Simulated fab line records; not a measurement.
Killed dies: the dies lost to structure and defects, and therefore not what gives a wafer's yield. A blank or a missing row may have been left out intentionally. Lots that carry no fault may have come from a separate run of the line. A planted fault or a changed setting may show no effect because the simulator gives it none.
Chamber matching	flow n5-finfet	N5_FIN_SAQP_ALD_61 on ald-sin-02 has 4 sister chambers
The step deposits SiO2, target thk 4 nm, pulse time 1 s, purge time 2 s. 8 wafers are shown with their chamber, then 9 later ones without.

== WAFERS WITH THEIR CHAMBER ==
wafer	chamber	heater-power-w (W)	precursor-pulse-height-rel
L078.1	1	569	1.034
L083.2	0	494	0.995
L085.1	3	450	1.005
L085.2	0	483	0.972
L085.3	2	507	1.007
L086.2	3	467	1.012
L086.3	1	583	1.015
L086.6	2	513	0.974

== WAFERS WITH NO CHAMBER GIVEN ==
wafer	heater-power-w (W)	precursor-pulse-height-rel
L088.1	552	0.996
L088.2	500	0.998
L088.3	466	0.959
L088.4	488	1.028
L088.5	481	1.025
L088.6	464	1.007
L089.1	586	1.010
L089.2	467	1.000
L089.5	503	1.013

== WHICH CHAMBER EACH ONE RAN IN ==
wafer	from the rows above	in truth
L088.1	can't be placed: 1 or 2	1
L088.2	can't be placed: 2 or 0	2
L088.3	can't be placed: 0 or 3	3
L088.4	can't be placed: 0 or 2 or 3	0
L088.5	can't be placed: 3 or 0 or 2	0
L088.6	3	3
L089.1	1	1
L089.2	can't be placed: 3 or 0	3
L089.5	can't be placed: 2 or 0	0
2 of 9 placed correctly. Can't be placed from these rows: 7 (the true chamber is among the candidates in 7). Number placed wrongly: 0.
How it was worked out, from the rows above alone: a wafer's distance from a chamber is the root of the sum, over the readings, of the square of ((its reading less the chamber's mean) divided by the reading's scatter). If the next closest chamber is less than 2 further off than the closest, the wafer can't be placed; otherwise it belongs to the closest. The mean given for a chamber averages the wafers shown for that chamber. The scatter: take each reading less its chamber's mean, square it, sum over the shown wafers, divide by the number of wafers less the number of chambers, and take the root.
